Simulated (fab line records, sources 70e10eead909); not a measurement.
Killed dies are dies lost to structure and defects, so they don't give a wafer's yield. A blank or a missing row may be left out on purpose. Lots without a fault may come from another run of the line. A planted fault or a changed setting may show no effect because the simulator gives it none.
A struck lot beside a sound one | flow nand_harc | 14 steps out of a route of 1302
Sound: wafers L997.1, L997.2, L997.6. Struck: wafers L995.1, L995.4, L995.5. The cause comes at the end.
At each step with rows: each side's tool, then ch and its chambers, then its first start. Under that, the readings that differ: sound wafers | struck wafers | difference of the means | sigmas: that difference in standard deviations of wafers without a fault.
alike: readings whose means differ by less than 2 such deviations, and words and numbers that are the same on both sides. not compared: withheld readings, readings that some wafer has no value for, bounds like >300 that may hide the same value, and numbers for which the record gives no deviation and whose values overlap.
The two part at a step that has a row with sigmas, a row that says differs or no value, or rows on one side only. Numbers that don't overlap but have no deviation are shown without sigmas and don't part them. A reading that every wafer of one side lacks parts them only if that side has two wafers or more.

NHARC_A_STAIRCASE_ETCH_190: etches the open film in C4F8/O2, target depth 100 nm, time 40.5 s.
  sound on rie_diel-03 ch 1,2,3; struck on rie_diel-08 ch 2,3
  alike: oes_product_au, rf_fwd_power_W, rf_vpp_V
  not compared: rf_hours_counter_h
NHARC_A_STAIRCASE_TRIM_191: chemistry O2, time 211.2 s.
  sound on rie_diel-03 ch 0,1,2; struck on rie_diel-08 ch 0,1,3
  alike: drypump_motor_current_A, oes_product_au, rf_vpp_V, showerhead_plenum_p_Torr, throttle_valve_pct
  not compared: rf_hours_counter_h
then, 2 steps without rows for these wafers: NHARC_A_STAIRCASE_ETCH_192 (etches the open film in C4F8/O2, target depth 100 nm, time 40.5 s); NHARC_A_STAIRCASE_TRIM_193 (chemistry O2, time 211.2 s).
NHARC_A_STAIRCASE_ETCH_194: etches the open film in C4F8/O2, target depth 100 nm, time 40.5 s.
  sound on rie_diel-03 ch 0,2,3; struck on rie_diel-08 ch 1,2,3
  alike: oes_product_au, rf_fwd_power_W, rf_vpp_V
  not compared: rf_hours_counter_h
NHARC_A_STAIRCASE_TRIM_196: chemistry O2, time 211.2 s.
  sound on rie_diel-03 ch 0,2, day 21 21:58; struck on rie_diel-09 ch 0,2,3, day 21 02:45
  reading                     | sound             | struck            | difference | sigmas
  drypump_motor_current_A (A) | 5.3 4.8 4.8       | 5.8 5.5 6.6       | +1.0       | +2
  oes_product_au (a.u.)       | 1.017 1.018 1.007 | 0.978 0.980 0.997 | -0.029     | -2
  alike: rf_vpp_V, showerhead_plenum_p_Torr, throttle_valve_pct
  not compared: rf_hours_counter_h
then, 4 steps without rows for these wafers: NHARC_A_STAIRCASE_ETCH_197 (etches the open film in C4F8/O2, target depth 100 nm, time 40.5 s); NHARC_A_STAIRCASE_TRIM_198 (chemistry O2, time 211.2 s); NHARC_A_STAIRCASE_ETCH_199 (etches the open film in C4F8/O2, target depth 100 nm, time 40.5 s); NHARC_A_STAIRCASE_TRIM_200 (chemistry O2, time 211.2 s).
NHARC_A_STAIRCASE_ETCH_201: etches the open film in C4F8/O2, target depth 100 nm, time 40.5 s.
  sound on rie_diel-03 ch 2,3; struck on rie_diel-09 ch 0,2,3
  reading               | sound             | struck            | difference | sigmas
  oes_product_au (a.u.) | 0.955 0.955 0.953 | 0.920 0.924 0.940 | -0.026     | -2
  alike: rf_fwd_power_W, rf_vpp_V
  not compared: rf_hours_counter_h
NHARC_A_STAIRCASE_TRIM_202: chemistry O2, time 211.2 s.
  sound on rie_diel-03 ch 1,3, day 21 23:23; struck on rie_diel-09 ch 1,2, day 21 03:29
  reading               | sound             | struck            | difference | sigmas
  oes_product_au (a.u.) | 1.012 0.987 1.022 | 0.827 0.810 0.823 | -0.187     | -14
  alike: drypump_motor_current_A, rf_vpp_V, showerhead_plenum_p_Torr, throttle_valve_pct
  not compared: rf_hours_counter_h
then, 1 step without rows for these wafers: NHARC_A_STAIRCASE_ETCH_203 (etches the open film in C4F8/O2, target depth 100 nm, time 40.5 s).
-- the record jumps here: 8 days lie between the struck wafers' starts before and after (it left off in module A_STAIRCASE and takes up again in module END, whose first step shown is number 1302 of the route) --
NHARC_END_SORT_01:
  the record has rows for the struck wafers here (prober-01 ch 0, day 29 06:59) and none for the sound ones

WHERE THEY PART
First at NHARC_A_STAIRCASE_TRIM_196; last, within this record, at NHARC_END_SORT_01.

WHY: what the simulator had put in
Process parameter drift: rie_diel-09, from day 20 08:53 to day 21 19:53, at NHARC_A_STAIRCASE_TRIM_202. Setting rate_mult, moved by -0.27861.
